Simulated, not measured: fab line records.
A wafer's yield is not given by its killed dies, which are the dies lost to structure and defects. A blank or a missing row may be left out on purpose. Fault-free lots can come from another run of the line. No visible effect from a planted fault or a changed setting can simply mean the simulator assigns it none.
Struck lot and sound lot, side by side + flow nand-harc + 13 steps out of a route of 1302
Sound: wafers L789.2, L789.3, L789.4. Struck: wafer L806.6 (L806.1, L806.4, from the same lot, were not struck and are left out); the cause is given at the end.
Per side, at each step with rows, come the tool, then ch with its chambers, and then its first start. Under that, the readings that differ: sound wafers + struck wafers + difference of the means + sigmas: that difference in standard deviations of wafers without a fault.
alike: a reading whose means differ by less than 2 such deviations, as well as words and numbers matching on both sides. not compared: withheld readings; readings where some wafer has no value; bounds like >300 that might hide an equal value; numbers whose values overlap and for which the record gives no deviation.
Wherever a step has rows on one side only, a row that says differs or no value, or a row with sigmas, the two part there. Non-overlapping numbers with no deviation appear without sigmas and do not part them. A reading missing from all wafers of one side parts the sides only when that side holds two or more wafers.

NHARC_A_SLIT_ETCH_26: etches the open film in C4F8/O2/Ar, time 90 s, target depth 400 nm.
  sound on har-etch-01 ch 0,1, day 21 08:33; struck on har-etch-01 ch 1, day 28 08:49
  alike: bias-v, drypump-motor-current-A, showerhead-plenum-p-Torr, throttle-valve-pct
  not compared: rf-hours-counter-h
then, 1 step without rows for these wafers: NHARC_A_SLIT_STRIP_28 (strips in O2/COS).
NHARC_A_SLIT_ETCH_29: etches the open film in CF4/O2, target depth 100 nm, overetch 10 nm, time 55 s.
  sound on rie-diel-10 ch 0,2, day 21 09:27; struck on rie-diel-06 ch 0, day 28 09:40
| reading                     | sound             | struck | difference | sigmas |
|-----------------------------|-------------------|--------|------------|--------|
| drypump-motor-current-A (A) | 6.7 6.4 6.7       | 5.5    | -1.1       | -2     |
| oes-product-au (a.u.)       | 1.004 1.007 0.996 | 0.969  | -0.033     | -2     |
  alike: rf-vpp-V, showerhead-plenum-p-Torr, throttle-valve-pct
  not compared: rf-hours-counter-h
NHARC_A_SLIT_STRIP_18: strips in O2.
  sound: rie-diel-10 ch 1,2; struck: rie-diel-06 ch 0
| reading                     | sound             | struck | difference | sigmas |
|-----------------------------|-------------------|--------|------------|--------|
| drypump-motor-current-A (A) | 5.9 6.8 6.8       | 5.6    | -0.9       | -2     |
| oes-product-au (a.u.)       | 1.007 0.999 1.007 | 0.976  | -0.028     | -2     |
  alike: rf-vpp-V, showerhead-plenum-p-Torr, throttle-valve-pct
  not compared: rf-hours-counter-h
then, 2 steps without rows for these wafers: NHARC_A_SLIT_PRECLEAN_19 (cleans in SC1); NHARC_A_SLIT_SRD_20.
NHARC_A_SLIT_CD_MEAS_21:
  struck on cd-sem-02, day 28 10:12; sound on cd-sem-02, day 21 10:04
  alike: cd-nm
then, 3 steps without rows for these wafers: NHARC_A_SIN_REMOVE_WET_00 (chemistry H3PO4, time 15300 s); NHARC_A_SIN_REMOVE_PRECLEAN_01 (cleans in SC1); NHARC_A_SIN_REMOVE_SRD_02.
NHARC_A_SIN_REMOVE_INSPECT_04:
  struck on defect-inspect-01, day 28 16:47; sound on defect-inspect-01, day 21 16:42
  alike: raw-defect-count
NHARC_A_WL_FILL_ALD_00: deposits Al2O3, target thk 3 nm, pulse time 3 s, ald cycles 30.
  sound on ald-hk-02 ch 0,1,3, day 21 16:46; struck on ald-hk-01 ch 0, day 28 16:50
| reading    | sound    | struck | difference | sigmas |
|------------|----------|--------|------------|--------|
| ald-cycles | 30 30 30 | 20     | -10        |        |
  alike: heater-power-w, precursor-pulse-height-rel
NHARC_A_WL_FILL_RTA_01: time 5 s.
  sound on rtp-anneal-01 ch 0, day 21 17:03; struck on rtp-anneal-02 ch 0, day 28 17:07
  alike: anneal-temp-c-max, lamp-power-pct, lamp_zone_5_pct, wafer_temp_C_max

WHERE THEY PART
Last at NHARC_A_SLIT_STRIP_18 as far as this record goes, first at NHARC_A_SLIT_ETCH_29. Later steps at which nothing parts them and some readings are alike: NHARC_A_SLIT_CD_MEAS_21, NHARC_A_SIN_REMOVE_INSPECT_04, NHARC_A_WL_FILL_ALD_00, NHARC_A_WL_FILL_RTA_01.

WHY: the cause the simulator had injected
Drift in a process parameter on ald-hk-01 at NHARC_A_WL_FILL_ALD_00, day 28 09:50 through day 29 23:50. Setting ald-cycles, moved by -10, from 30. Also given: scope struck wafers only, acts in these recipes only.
